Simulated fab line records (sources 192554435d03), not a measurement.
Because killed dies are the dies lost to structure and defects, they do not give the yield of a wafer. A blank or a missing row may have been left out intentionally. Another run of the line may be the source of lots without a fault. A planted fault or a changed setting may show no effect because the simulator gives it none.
A single fault, viewed from 3 desks | flow n5_finfet | each desk has only its own numbers; what lay behind them comes last

== THE TOOL OWNER'S DESK: rie_diel-04 ==
The tool's own readings at N5_BEOL_M2_ETCH_70 (etches SOC in N2/H2, target depth 80 nm, overetch 24 nm, time 130 s): means of the sampled wafers that have a number, for each lot that ran on this tool. Any lot whose mean is over 4 standard deviations away from the usual mean is out of limits and marked OUT; that distance is given in the brackets.
Columns: A = bias_w at N5_BEOL_M2_ETCH_70, usual 150.0 W; B = drypump_motor_current_A at N5_BEOL_M2_ETCH_70, usual 5.7 A; C = oes_product_au at N5_BEOL_M2_ETCH_70, usual 0.60 a.u.; D = rf_vpp_V at N5_BEOL_M2_ETCH_70, usual 525.5 V; E = run_length_s at N5_BEOL_M2_ETCH_70, usual 153.5 s; F = showerhead_plenum_p_Torr at N5_BEOL_M2_ETCH_70, usual 2.59 Torr; G = throttle_valve_pct at N5_BEOL_M2_ETCH_70, usual 17.6 %
lot  | first seen here | A     | B   | C    | D     | E               | F    | G
L398 | day 9 00:11     | 150.5 | 5.9 | 0.63 | 526.2 | 153.5           | 2.60 | 17.5
L406 | day 11 12:13    | -     | 5.9 | 0.76 | 525.4 | 118.8 (-94) OUT | 2.56 | 17.8
L407 | day 12 05:51    | -     | 5.9 | 0.81 | 524.9 | 119.0 (-93) OUT | 2.59 | 17.6
This desk finds L406, L407 out of limits, L406 being first, at day 11 12:13 (run_length_s at N5_BEOL_M2_ETCH_70). Within limits: L398.

== METROLOGY DESK ==
Lot by lot, what the gauges showed, no matter which tool ran the lot: averages of those sampled wafers that carry a number. Any lot whose mean is over 4 standard deviations away from the usual mean is out of limits and marked OUT; that distance is given in the brackets. Of its 12 readings 7 are shown: those that lie furthest out on some lot.
Columns: A = V1_OVL at N5_BEOL_M2_OVL_MEAS_29, usual -0.6 nm; B = IOFF_N at N5_BEOL_M4_RC_MEAS_101, usual 0.15 nA/um; C = IOFF_P at N5_BEOL_M4_RC_MEAS_101, usual 0.19 nA/um; D = ION_P at N5_BEOL_M4_RC_MEAS_101, usual 455 uA/um; E = SS_N at N5_BEOL_M4_RC_MEAS_101, usual 71.5 mV/dec; F = SS_P at N5_BEOL_M4_RC_MEAS_101, usual 73.4 mV/dec; G = VT_P at N5_BEOL_M4_RC_MEAS_101, usual -253 mV
lot  | first seen here | A    | B    | C    | D   | E    | F    | G
L390 | day 6 17:43     | -0.3 | 0.15 | 0.18 | 454 | 70.8 | 72.5 | -252
L398 | day 8 18:40     | -0.8 | 0.13 | 0.18 | 457 | 71.3 | 73.3 | -250
L400 | day 10 05:38    | -0.5 | 0.15 | 0.19 | 458 | 70.6 | 73.5 | -251
L406 | day 11 11:17    | -1.3 | 0.14 | 0.20 | 459 | 71.0 | 73.1 | -251
L407 | day 11 23:02    | -0.9 | 0.17 | 0.21 | 457 | 71.7 | 73.7 | -252
L411 | day 12 11:45    | 0.4  | 0.20 | 0.25 | 465 | 72.4 | 73.8 | -247
This desk's finding: nothing out of limits on any of the 6 lots.

== THE DEFECT DESK ==
Lot by lot, what the route's inspections counted, given as the mean of those sampled wafers with a number. Any lot whose mean is over 4 standard deviations away from the usual mean is out of limits and marked OUT; that distance is given in the brackets.
Columns: A = raw_defect_count at N5_BEOL_M2_INSPECT_30, usual 433
lot  | first seen here | A
L390 | day 6 17:49     | 407
L398 | day 8 18:45     | 414
L400 | day 10 05:43    | 449
L406 | day 11 11:23    | 454
L407 | day 11 23:07    | 331
L411 | day 12 11:50    | 519
This desk's finding: nothing out of limits on any of the 6 lots.

== ALL TOGETHER ==
The tool owner's desk had the chance to raise an alarm at day 11 12:13 on L406, L407.
Metrology desk: nothing out of limits seen.
The defect desk saw nothing out of limits.
The metrology desk has L406, L407 on record, within its limits.
The defect desk has L406, L407 on record, within its limits.
All the named lots went through N5_BEOL_M2_ETCH_70 on rie_diel-04.

== WHAT THE SIMULATOR PUT IN ==
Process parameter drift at N5_BEOL_M2_ETCH_70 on rie_diel-04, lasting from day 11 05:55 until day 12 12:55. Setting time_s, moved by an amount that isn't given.
Struck lots among those shown: L406, L407.
Each desk's first reading out of limits, in hours after the fault started: the tool owner's desk, 6.
